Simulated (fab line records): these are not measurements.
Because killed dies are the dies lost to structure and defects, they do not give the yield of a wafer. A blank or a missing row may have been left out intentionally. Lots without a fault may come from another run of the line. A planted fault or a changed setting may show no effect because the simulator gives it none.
fab line records	flow n5-finfet
record lots=8	wafers=22	last-day=17
route steps=1938 shown BEOL_M4@1111 BEOL_M11@1537 PASSIVATION@1936
lots untouched by any fault: they come from a run of this same line in which no faults occurred
start-h: the number of hours between the record's first day and the start of the first shown wafer of the lot	wait-h: hours since the lot's step before	" same as the row above	L1.1+2: several wafers, shown together as one row	- no value present, or no start provided	* or withheld: withheld	< > ~ a bound
route shown NAME@n: names a module that has steps shown in the file, with the first one's number in the route	usual: mean and standard deviation over wafers with no fault	same: alike in all rows	chamber/n: place in a boat	sites: readings site by site	_std_site: the values' standard deviation	_edge_site: outer sites' mean less inner sites'	radius-mm: for every site, how far away it sits from the centre of the wafer	mask NAME#n: copy n	behind: tool/chamber where the wafer was last shaped	hold: cause of the lot's hold/its duration in hours/its outcome	device: the n, p or np transistor that did not switch	end of line: tests of these same wafers at the route's end	a step with no rows: only its recipe	killed: at the first sort, the dies lost to defects and structure; wafer yield is something else	map: shows each die of a wafer: x if killed, . if not, _ if none is there
set.NAME: the setting the step ran with; set.NAME@STEP: the setting that earlier step ran with	model.NAME: the simulator's own value behind a step, which no gauge read
the route's steps for a sample of lots (tables are steps, rows are wafers)
services: when a tool's chamber went out of use (start-h, in hours from the record's first day, below 0 if earlier), for how many hours, and the reason
## steps
# step N5_BEOL_M4_RC_MEAS_101
# usual DIBL_N=36.8/2.2	DIBL_P=37.0/2.8	IOFF_N=0.18/0.043	IOFF_P=0.23/0.05	ION_N=680/14	ION_P=466/9.1	SS_N=71.7/0.74	SS_P=73.5/0.79	VT_N=248/4	VT_P=-249/4.1
lot.wafer	tool	chamber	start-h	wait-h	DIBL_N[mV/V]	DIBL_P[mV/V]	IOFF_N[nA/um]	IOFF_P[nA/um]	ION_N[uA/um]	ION_P[uA/um]	SS_N[mV/dec]	SS_P[mV/dec]	VT_N[mV]	VT_P[mV]
L406.1	prober-01	0	169.07	0.0	39.6	41.3	0.29	0.36	715	484	72.7	74.8	238	-241
L406.3	"	0	"	"	35.4	36.2	0.17	0.22	691	470	71.5	73.3	247	-246
L406.5	"	0	"	"	37.8	39.6	0.23	0.32	696	480	72.1	74.0	243	-242
L413.2	prober-01	0	230.98	0.2	36.7	37.0	0.18	0.25	681	472	71.6	73.8	246	-245
L413.4	"	0	"	"	36.1	36.3	0.17	0.24	673	471	72.1	73.8	249	-248
L413.5	"	0	"	"	35.3	35.5	0.14	0.24	662	462	71.9	73.0	253	-246
L416.1	prober-01	0	238.03	0.0	36.0	34.8	0.18	0.22	691	467	71.4	72.5	247	-250
L416.3	"	0	"	"	34.0	31.5	0.13	0.17	668	462	70.7	71.9	255	-251
L416.4	"	0	"	"	36.7	34.3	0.18	0.21	687	474	71.0	72.6	249	-248
L419.4	prober-01	0	253.72	0.5	34.1	33.3	0.12	0.20	659	459	71.4	73.2	254	-249
L419.5	"	0	"	"	35.7	34.9	0.14	0.23	666	467	71.9	73.1	251	-247
L419.6	"	0	"	"	35.5	34.5	0.14	0.22	657	460	71.1	72.6	252	-249
L418.3	prober-02	0	254.35	0.3	34.7	32.9	0.14	0.15	672	454	71.4	72.9	250	-255
L418.5	"	0	"	"	35.5	35.6	0.15	0.20	670	461	71.3	72.9	250	-252
L425.1	prober-01	0	291.49	0.0	37.4	36.0	0.18	0.20	687	459	71.9	73.4	249	-252
L425.3	"	0	"	"	39.8	41.2	0.25	0.31	707	480	73.3	74.3	244	-249
L425.4	"	0	"	"	38.5	37.6	0.21	0.23	683	460	72.8	73.8	247	-250
L426.1	prober-01	0	298.57	0.0	33.4	34.3	0.12	0.17	671	460	70.6	73.1	256	-255
L426.3	"	0	"	"	37.3	39.2	0.20	0.25	687	468	71.6	73.7	246	-250
L426.4	"	0	"	"	35.5	37.2	0.15	0.22	670	466	71.4	73.1	251	-250
L427.5	prober-02	0	299.52	0.6	36.7	37.9	0.20	0.26	686	474	72.2	73.6	243	-244
L427.6	"	0	"	"	37.7	40.2	0.22	0.31	701	487	72.3	74.8	242	-241
# step N5_BEOL_M11_CURE_71
# recipe temp-c=385	time-s=240	ambient=He/Ar	material=SiCOH_lowk
# usual lamp-power-pct=52.31/0.053	wafer_temp_C_max=387.2/0.59
lot.wafer	tool	chamber	start-h	wait-h	lamp-power-pct	wafer_temp_C_max
L406.1	uv-cure-01	1	225.36	0.0	52.39	387.3
L406.3	"	1	"	"	52.32	387.5
L406.5	"	1	"	"	52.37	387.1
L413.2	uv-cure-01	1	286.04	0.3	52.27	387.1
L413.4	"	1	"	"	52.29	386.7
L413.5	"	1	"	"	52.26	387.1
L416.1	uv-cure-01	1	290.45	0.0	52.34	386.7
L416.3	"	1	"	"	52.40	387.4
L416.4	"	1	"	"	52.21	387.2
L419.4	uv-cure-02	0	304.33	0.3	52.28	387.0
L419.5	"	0	"	"	52.29	387.0
L419.6	"	0	"	"	52.33	387.1
L418.3	uv-cure-03	1	308.06	0.2	52.23	387.4
L418.5	"	1	"	"	52.25	387.7
L425.1	uv-cure-03	2	347.92	0.0	52.28	388.2
L425.3	"	2	"	"	52.29	387.0
L425.4	"	2	"	"	52.31	387.4
L426.1	uv-cure-03	2	353.16	0.1	52.33	387.7
L426.3	"	2	"	"	52.23	387.5
L426.4	"	2	"	"	52.35	387.7
L427.5	uv-cure-01	2	354.13	0.3	52.23	387.9
L427.6	"	2	"	"	52.30	387.6
# step N5_BEOL_M11_DESCUM_16
# recipe chemistry=O2	time-s=7.9	source-power-w=50	bias-power-w=20	pressure-mtorr=20	rf-frequency-hz=2.712e+07	temp-c=40	resist=CAR-ArF	o2-flow-sccm=225
# usual drypump-motor-current-A=5.8/0.41	oes-product-au=0.79/0.093	rf-vpp-V=243.3/1.1	showerhead-plenum-p-Torr=2.11/0.061	throttle-valve-pct=20.5/0.31
lot.wafer	tool	chamber	start-h	wait-h	drypump-motor-current-A	oes-product-au	rf-hours-counter-h	rf-vpp-V	showerhead-plenum-p-Torr	throttle-valve-pct
L406.1	rie-diel-01	0	227.36	0.0	5.1	0.71	193	243.9	2.20	20.6
L406.3	"	1	"	"	5.7	0.94	7	243.2	2.08	20.2
L406.5	"	0	"	"	5.1	0.72	-	243.4	2.20	20.6
L413.2	rie-diel-02	3	287.61	0.0	5.8	0.67	242	243.6	2.07	21.1
L413.4	"	2	"	"	6.0	0.72	211	244.8	2.17	20.6
L413.5	"	1	"	"	5.7	0.69	-	240.4	2.01	20.9
L416.1	rie-diel-02	3	294.21	0.3	5.8	0.67	244	243.6	2.07	21.1
L416.3	"	1	"	"	5.7	0.69	226	241.6	2.01	20.9
L416.4	"	2	"	"	6.0	0.72	213	242.9	2.17	20.6
L419.4	rie-diel-02	1	306.49	0.4	5.7	0.69	230	241.3	2.01	20.9
L419.5	"	3	"	"	5.8	0.67	-	242.9	2.07	21.1
L419.6	"	0	"	"	6.0	0.90	-	243.9	2.16	20.3
L418.3	rie-diel-02	0	309.41	0.0	6.0	0.90	26	243.7	2.16	20.3
L418.5	"	3	"	"	5.8	0.66	-	242.6	2.07	21.1
L425.1	rie-diel-01	1	350.12	0.0	5.6	0.87	49	242.0	2.07	20.2
L425.3	"	2	"	"	5.5	0.79	122	242.5	2.10	20.7
L425.4	"	3	"	"	6.3	0.94	24	242.0	2.02	19.9
L426.1	rie-diel-01	1	357.46	0.0	5.6	0.85	52	242.4	2.07	20.2
L426.3	"	0	"	"	5.1	0.68	237	244.2	2.18	20.6
L426.4	"	3	"	"	6.4	0.93	26	241.1	2.02	19.9
L427.5	rie-diel-01	2	357.95	0.0	5.4	0.79	-	243.4	2.10	20.7
L427.6	"	1	"	"	5.7	0.85	-	242.6	2.07	20.2
# step N5_BEOL_M11_ETCH_62
# recipe chemistry=N2/H2	target=SOC	target-depth-a=1100	overetch-a=220	mask-material=SiARC	temp-c=40	time-s=165	ion-energy-ev=200	pressure-mtorr=30	source-w=840	bias-w=150	n2-flow-sccm=200	h2-flow-sccm=200
# usual drypump-motor-current-A=5.8/0.41	oes-product-au=0.67/0.078	rf-vpp-V=524.1/2.2	showerhead-plenum-p-Torr=2.55/0.075	throttle-valve-pct=17.9/0.35
lot.wafer	tool	chamber	start-h	wait-h	drypump-motor-current-A	oes-product-au	rf-hours-counter-h	rf-vpp-V	showerhead-plenum-p-Torr	throttle-valve-pct
L406.1	rie-diel-01	0	227.45	0.0	5.1	0.61	193	526.8	2.63	17.8
L406.3	"	1	"	"	5.6	0.81	7	521.9	2.50	17.5
L406.5	"	0	"	"	5.1	0.61	-	526.9	2.63	17.8
L413.2	rie-diel-02	3	287.70	0.0	5.8	0.57	242	523.5	2.49	18.4
L413.4	"	2	"	"	6.0	0.61	211	525.2	2.63	18.2
L413.5	"	1	"	"	5.7	0.59	-	518.4	2.40	18.2
L416.1	rie-diel-02	3	294.30	0.0	5.7	0.57	244	524.1	2.49	18.4
L416.3	"	1	"	"	5.7	0.59	226	520.2	2.40	18.2
L416.4	"	2	"	"	6.0	0.61	213	526.1	2.63	18.2
L419.4	rie-diel-02	1	306.57	0.0	5.7	0.59	230	520.6	2.40	18.2
L419.5	"	3	"	"	5.8	0.68	-	522.5	2.49	18.5
L419.6	"	0	"	"	5.9	0.76	-	526.5	2.61	17.7
L418.3	rie-diel-02	0	309.49	0.0	5.9	0.74	26	526.6	2.61	17.7
L418.5	"	3	"	"	5.8	0.67	-	523.7	2.49	18.5
L425.1	rie-diel-01	1	350.20	0.0	5.7	0.73	49	521.1	2.48	17.6
L425.3	"	2	"	"	5.4	0.68	122	523.0	2.57	18.4
L425.4	"	3	"	"	6.3	0.79	24	524.0	2.48	17.4
L426.1	rie-diel-01	1	357.54	0.0	5.6	0.73	52	522.1	2.48	17.6
L426.3	"	0	"	"	5.1	0.58	237	526.5	2.61	17.9
L426.4	"	3	"	"	6.4	0.79	26	522.5	2.48	17.4
L427.5	rie-diel-01	2	358.09	0.1	5.4	0.67	-	524.3	2.57	18.4
L427.6	"	1	"	"	5.7	0.73	-	521.1	2.48	17.6
# step N5_BEOL_M11_HM_OPEN_17
# recipe chemistry=Cl2/BCl3	target-depth-a=200	overetch-a=60	target=TiN	mask-material=SOC	ion-energy-ev=150	pressure-mtorr=10	icp-w=1000	bias-w=126	Cl2_flow_sccm=53.25	bcl3-flow-sccm=21.75	Ar_flow_sccm=25
# usual drypump-motor-current-A=5.7/0.41	oes-product-au=0.70/0.068	throttle-valve-pct=21.97/0.14
lot.wafer	tool	chamber	start-h	wait-h	drypump-motor-current-A	oes-product-au	rf-hours-counter-h	throttle-valve-pct
L406.1	rie-metal-02	0	227.63	0.0	6.6	0.70	28	21.80
L406.3	"	0	"	"	6.6	0.70	-	21.79
L406.5	"	1	"	"	5.8	0.71	-	21.98
L413.2	rie-metal-03	0	287.92	0.1	5.3	0.71	-	21.87
L413.4	"	0	"	"	5.4	0.71	-	21.89
L413.5	"	0	"	"	5.3	0.71	-	21.91
L416.1	rie-metal-03	0	294.49	0.0	5.4	0.71	28	21.87
L416.3	"	0	"	"	5.4	0.71	-	21.87
L416.4	"	0	"	"	5.3	0.71	-	21.86
L419.4	rie-metal-02	0	306.79	0.1	6.6	0.67	-	21.83
L419.5	"	0	"	"	6.6	0.51	-	22.10
L419.6	"	1	"	"	5.8	0.68	-	21.99
L418.3	rie-metal-02	0	309.71	0.1	6.6	0.69	-	21.83
L418.5	"	0	"	"	6.6	0.50	-	22.11
L425.1	rie-metal-03	1	350.39	0.0	5.7	0.81	5	22.13
L425.3	"	0	"	"	5.4	0.69	-	21.91
L425.4	"	1	"	"	5.6	0.82	-	22.12
L426.1	rie-metal-02	1	357.73	0.0	5.8	0.67	32	22.02
L426.3	"	1	"	"	5.8	0.66	-	22.02
L426.4	"	0	"	"	6.6	0.67	-	21.86
L427.5	rie-metal-02	1	358.27	0.1	5.8	0.66	-	22.03
L427.6	"	0	"	"	6.6	0.66	-	21.86
# step N5_BEOL_M11_CD_MEAS_18
# recipe pitch-nm=140	target-cd-nm=70
# usual cd-nm=69.9/0.82
lot.wafer	tool	chamber	start-h	wait-h	cd-nm
L406.1	cd-sem-03	-	227.81	0.0	70.9
L406.3	"	-	"	"	70.2
L406.5	"	-	"	"	70.4
L413.2	cd-sem-02	-	288.24	0.1	69.8
L413.4	"	-	"	"	69.0
L413.5	"	-	"	"	69.9
L416.1	cd-sem-02	-	294.92	0.1	70.2
L416.3	"	-	"	"	69.9
L416.4	"	-	"	"	68.8
L419.4	cd-sem-02	-	306.95	0.1	71.7
L419.5	"	-	"	"	-
L419.6	"	-	"	"	71.2
L418.3	cd-sem-02	-	309.86	0.1	70.5
L418.5	"	-	"	"	-
L425.1	cd-sem-02	-	350.67	0.0	70.4
L425.3	"	-	"	"	70.3
L425.4	"	-	"	"	70.9
L426.1	cd-sem-02	-	357.91	0.0	68.1
L426.3	"	-	"	"	70.0
L426.4	"	-	"	"	70.9
L427.5	cd-sem-03	-	358.40	0.0	70.8
L427.6	"	-	"	"	70.2
# step N5_BEOL_M11_CD_MEAS_28
# recipe target-cd-nm=70	landing-energy-ev=500	detector=se-inlens	polarity=opening
# usual cd-nm=68.9/1.2
lot.wafer	tool	chamber	start-h	wait-h	cd-nm
L406.1	cd-sem-02	0	229.60	-	68.0
L406.3	"	0	"	"	68.5
L406.5	"	0	"	"	68.9
L413.2	cd-sem-01	0	288.65	-	68.1
L413.4	"	0	"	"	68.7
L413.5	"	0	"	"	68.6
L416.1	cd-sem-02	0	297.39	-	69.4
L416.3	"	0	"	"	70.3
L416.4	"	0	"	"	67.6
L419.4	cd-sem-02	0	307.52	-	70.4
L419.5	"	0	"	"	70.7
L419.6	"	0	"	"	70.6
L418.3	cd-sem-01	0	310.21	-	68.6
L418.5	"	0	"	"	69.3
L425.1	cd-sem-01	0	351.69	-	67.8
L425.3	"	0	"	"	68.7
L425.4	"	0	"	"	68.2
L426.1	cd-sem-01	0	358.39	-	66.5
L426.3	"	0	"	"	68.5
L426.4	"	0	"	"	67.5
L427.5	cd-sem-01	0	358.89	-	69.9
L427.6	"	0	"	"	69.2
# step N5_BEOL_M11_OCD_MEAS_38
# usual trench-depth-nm=148/4.2
lot.wafer	tool	chamber	start-h	wait-h	trench-depth-nm
L406.1	ocd-01	-	230.18	-	142
L406.3	"	-	"	"	153
L406.5	"	-	"	"	154
L413.2	ocd-01	-	289.24	-	146
L413.4	"	-	"	"	144
L413.5	"	-	"	"	143
L416.1	ocd-02	-	298.58	-	140
L416.3	"	-	"	"	155
L416.4	"	-	"	"	148
L419.4	ocd-01	-	308.13	-	143
L419.5	"	-	"	"	2
L419.6	"	-	"	"	147
L418.3	ocd-02	-	310.80	-	145
L418.5	"	-	"	"	1
L425.1	ocd-02	-	352.36	-	146
L425.3	"	-	"	"	143
L425.4	"	-	"	"	143
L426.1	ocd-02	-	358.97	-	150
L426.3	"	-	"	"	148
L426.4	"	-	"	"	151
L427.5	ocd-02	-	359.47	-	149
L427.6	"	-	"	"	147
# step N5_BEOL_M11_CD_MEAS_35
# recipe target-cd-nm=70	polarity=opening
# usual cd-nm=69.9/0.85
lot.wafer	tool	chamber	start-h	wait-h	cd-nm
L406.1	cd-sem-03	-	230.37	0.0	70.9
L406.3	"	-	"	"	70.0
L406.5	"	-	"	"	70.3
L413.2	cd-sem-03	-	289.39	0.0	70.5
L413.4	"	-	"	"	69.1
L413.5	"	-	"	"	69.9
L416.1	cd-sem-01	-	298.74	0.0	69.8
L416.3	"	-	"	"	70.3
L416.4	"	-	"	"	68.6
L419.4	cd-sem-02	-	308.28	0.0	71.6
L419.5	"	-	"	"	-
L419.6	"	-	"	"	71.6
L418.3	cd-sem-02	-	310.95	0.0	70.1
L418.5	"	-	"	"	-
L425.1	cd-sem-02	-	352.51	0.0	70.7
L425.3	"	-	"	"	69.8
L425.4	"	-	"	"	70.6
L426.1	cd-sem-03	-	359.12	0.0	68.4
L426.3	"	-	"	"	69.9
L426.4	"	-	"	"	70.8
L427.5	cd-sem-01	-	359.64	0.0	70.8
L427.6	"	-	"	"	70.5
# step N5_PASSIVATION_PROBE_49
# usual defect-limited-yield=91.4/1.5	killed_at_M0_to_M3=36/11	killed_at_M4_up=14/6	killed-at-contacts=11/6	killed-at-front-end=37/11	killed-at-other=4/3.4	killed-dies=102/18	killed-on-rim=13/3.5	killed-open=66/13	killed-short=34/7.8	sort_bin_5_function=5.0/0.97	sort_bin_6_memory=3.2/0.7	sort_bin_8_speed=0.0/0.38	sort-n-pass=1078/19	sort-yield-pct=91.3/1.6
# same gross-dies=1180	killed-at-back-side=0	sort_bin_4_leakage[%]=0
lot.wafer	tool	chamber	start-h	wait-h	defect-limited-yield[%]	killed_at_M0_to_M3	killed_at_M4_up	killed-at-contacts	killed-at-front-end	killed-at-other	killed-dies	killed-on-rim	killed-open	killed-short	sort_bin_5_function[%]	sort_bin_6_memory[%]	sort_bin_8_speed[%]	sort-n-pass	sort-yield-pct[%]
L413.2	prober-02	-	332.48	0.1	93.2	39	6	9	25	1	80	9	51	28	3.5	3.1	0	1100	93.2
L413.4	prober-02	-	332.58	0.2	91.5	52	15	7	21	5	100	12	68	31	5.0	3.3	0	1080	91.5
L413.5	prober-02	-	332.63	0.2	93.1	42	8	8	21	3	82	6	59	20	4.2	2.6	0	1098	93.1
L416.1	prober-02	-	344.63	0.8	92.6	34	17	4	25	7	87	7	47	39	4.5	2.5	0	1093	92.6
L416.3	prober-02	-	344.73	0.9	92.5	36	14	6	31	2	89	13	48	41	3.6	3.7	0	1091	92.5
L416.4	prober-02	-	344.78	0.9	89.1	39	19	7	61	3	129	16	78	49	6.5	3.9	0	1051	89.1
L419.4	prober-02	-	353.09	0.2	90.9	56	14	7	19	11	107	15	74	33	6.0	2.7	0	1073	90.9
L419.5	prober-02	-	353.14	0.2	1.5	47	1065	9	33	8	1162	146	76	37	94.7	3.6	0	18	1.5
L419.6	prober-02	-	353.19	0.3	92.3	49	16	11	12	3	91	9	61	30	4.1	3.1	0	1089	92.3
L418.3	prober-02	-	359.31	0.6	90.6	22	36	6	43	4	111	19	71	39	5.3	3.8	0	1069	90.6
L418.5	prober-02	-	359.41	0.7	1.3	29	1091	8	36	1	1165	146	64	35	95.9	2.5	0	15	1.3
# killed by level:class
L413.2 BEOL_M3:geometric-particle:open=13 BEOL_M0_SAQP:geometric-particle:short=9 MOL_CONTACT_COAG:geometric-particle:open=8 BEOL_M0_SAQP:geometric-particle:open=7 GATE_CUT:geometric-particle:short=5 GATE_CUT:geometric-particle:open=3 BEOL_M0:geometric-particle:open=3 BEOL_M4:geometric-particle:open=3
L413.4 BEOL_M0_SAQP:geometric-particle:open=13 BEOL_M0_SAQP:geometric-particle:short=12 MOL_CONTACT_COAG:geometric-particle:open=7 FIN_SAQP:geometric-particle:open=6 BEOL_M1:geometric-particle:open=6 BEOL_M2:geometric-particle:open=6 FIN_SAQP:geometric-particle:short=5 BEOL_M0:geometric-particle:open=4
L413.5 BEOL_M0_SAQP:geometric-particle:open=15 BEOL_M0_SAQP:geometric-particle:short=8 BEOL_M3:geometric-particle:open=8 MOL_CONTACT_COAG:geometric-particle:open=6 BEOL_M0:geometric-particle:open=4 STARTING-WAFER:geometric-particle:open=4 DUMMY_GATE:geometric-particle:open=3 FIN_SAQP:geometric-particle:open=2
L416.1 BEOL_M4:geometric-particle:open=10 BEOL_M3:geometric-particle:short=8 FIN_SAQP:geometric-particle:open=7 FIN_SAQP:geometric-particle:short=5 BEOL_M0_SAQP:geometric-particle:open=5 BEOL_M0_SAQP:geometric-particle:short=5 BEOL_M3:geometric-particle:open=5 BEOL_M1:geometric-particle:open=4
L416.3 BEOL_M0_SAQP:geometric-particle:short=11 BEOL_M0_SAQP:geometric-particle:open=8 FIN_SAQP:geometric-particle:open=7 FIN_SAQP:geometric-particle:short=6 STI_FIN_REVEAL:geometric-particle:open=5 MOL_CONTACT_COAG:geometric-particle:open=5 BEOL_M1:geometric-particle:open=5 GATE_CUT:geometric-particle:short=4
L416.4 FIN_SAQP:geometric-particle:open=24 FIN_SAQP:geometric-particle:short=13 BEOL_M0_SAQP:geometric-particle:short=13 BEOL_M0_SAQP:geometric-particle:open=12 BEOL_M4:geometric-particle:open=12 GATE_CUT:geometric-particle:short=7 MOL_CONTACT_COAG:geometric-particle:open=6 BEOL_M4:geometric-particle:short=6
L419.4 BEOL_M0_SAQP:geometric-particle:open=18 BEOL_M0_SAQP:geometric-particle:short=10 BEOL_M3:geometric-particle:short=8 MOL_CONTACT_COAG:geometric-particle:open=6 BEOL_M1:geometric-particle:open=6 BEOL_M2:geometric-particle:open=6 MIM_TOP:geometric-particle:open=6 STI_FIN_REVEAL:geometric-particle:open=5
L419.5 BEOL_M11:area-etch=1049 BEOL_M2:geometric-particle:open=13 STI_FIN_REVEAL:geometric-particle:open=12 BEOL_M0_SAQP:geometric-particle:short=10 MOL_CONTACT_COAG:geometric-particle:open=8 BEOL_M0_SAQP:geometric-particle:open=7 BEOL_M3:geometric-particle:open=7 FIN_SAQP:geometric-particle:short=5
L419.6 BEOL_M0_SAQP:geometric-particle:short=12 BEOL_M2:geometric-particle:open=10 MOL_CONTACT_COAG:geometric-particle:open=8 BEOL_M0_SAQP:geometric-particle:open=8 BEOL_M1:geometric-particle:open=8 BEOL_M5:geometric-particle:open=6 BEOL_M3:geometric-particle:open=4 BEOL_M4:geometric-particle:open=4
L418.3 BEOL_M4:geometric-particle:open=14 FIN_SAQP:geometric-particle:short=12 BEOL_M5:geometric-particle:open=8 STI_FIN_REVEAL:geometric-particle:open=7 BEOL_M0_SAQP:geometric-particle:short=7 GATE_CUT:geometric-particle:short=6 BEOL_M0_SAQP:geometric-particle:open=6 FIN_SAQP:geometric-particle:open=5
L418.5 BEOL_M11:area-etch=1066 BEOL_M0_SAQP:geometric-particle:open=9 BEOL_M4:geometric-particle:open=9 FIN_SAQP:geometric-particle:open=7 MOL_CONTACT_COAG:geometric-particle:open=7 GATE_CUT:geometric-particle:short=6 FIN_SAQP:geometric-particle:short=5 BEOL_M3:geometric-particle:open=5
## services
tool	chamber	start-h	hours	kind
rie-diel-02	0	201.57	-	clean
rie-diel-02	0	201.57	-	consumable-replace:focus-ring
rie-diel-02	0	201.57	21.2	scheduled-down
rie-diel-02	0	201.57	21.2	vent-cycle
rie-diel-01	3	213.02	48.6	repair
rie-metal-03	-	228.42	2.8	pm
uv-cure-02	-	240.52	1.9	repair
rie-diel-01	3	261.78	-	clean
rie-diel-01	3	261.78	-	consumable-replace:focus-ring
rie-diel-01	3	261.78	18.0	scheduled-down
rie-diel-01	3	261.78	18.0	vent-cycle
rie-metal-03	-	264.48	1.2	repair
rie-metal-03	0	269.77	1.1	repair
uv-cure-01	-	282.81	2.1	pm
uv-cure-03	-	286.17	2.1	pm
uv-cure-02	-	296.72	1.0	pm
rie-diel-02	1	311.81	7.9	repair
rie-diel-02	3	314.33	6.4	repair
rie-diel-02	3	320.94	-	clean
rie-diel-02	3	320.94	-	consumable-replace:focus-ring
rie-diel-02	3	320.94	25.9	scheduled-down
rie-diel-02	3	320.94	25.9	vent-cycle
rie-metal-02	-	339.41	0.4	repair
rie-diel-01	2	344.05	3.6	repair
## key
first-sign step=N5_BEOL_M11_HM_OPEN_17	reading=oes-product-au	direction=down	sigmas=2.8	usual=0.70	struck=0.51
effect step=N5_BEOL_M11_CD_MEAS_18	reading=cd-nm	direction=missing
effect step=N5_BEOL_M11_OCD_MEAS_38	reading=trench-depth-nm	direction=down	sigmas=34	usual=148	struck=1
effect step=N5_BEOL_M11_CD_MEAS_35	reading=cd-nm	direction=missing
effect step=N5_PASSIVATION_PROBE_49	reading=killed_at_M4_up	direction=up	sigmas=99+	usual=14	struck=1078
more-kills-born-at N5_BEOL_M11_ETCH_62@rie-diel-02=2115
met-at N5_BEOL_M11_ETCH_62
struck-lots L418,L419
struck-wafers L418.5,L419.5
later-rows-left-out L418.5,L419.5
not-acting-at N5_BEOL_M11_CURE_71,N5_BEOL_M11_DESCUM_16,N5_BEOL_M11_CD_MEAS_28
onset-between 294.30 306.57
fault kind=process-parameter-drift	tool=rie-diel-02	chamber=-	onset-h=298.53	steps=N5_BEOL_M11_ETCH_62	channel=time-s	offset=*	shape=step	end-h=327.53	scope=struck-wafers-only	acts-in=*	stated=*
# later-rows-left-out: the simulator's readings of these wafers behind a module that went badly wrong aren't trusted and aren't shown, but for the sort
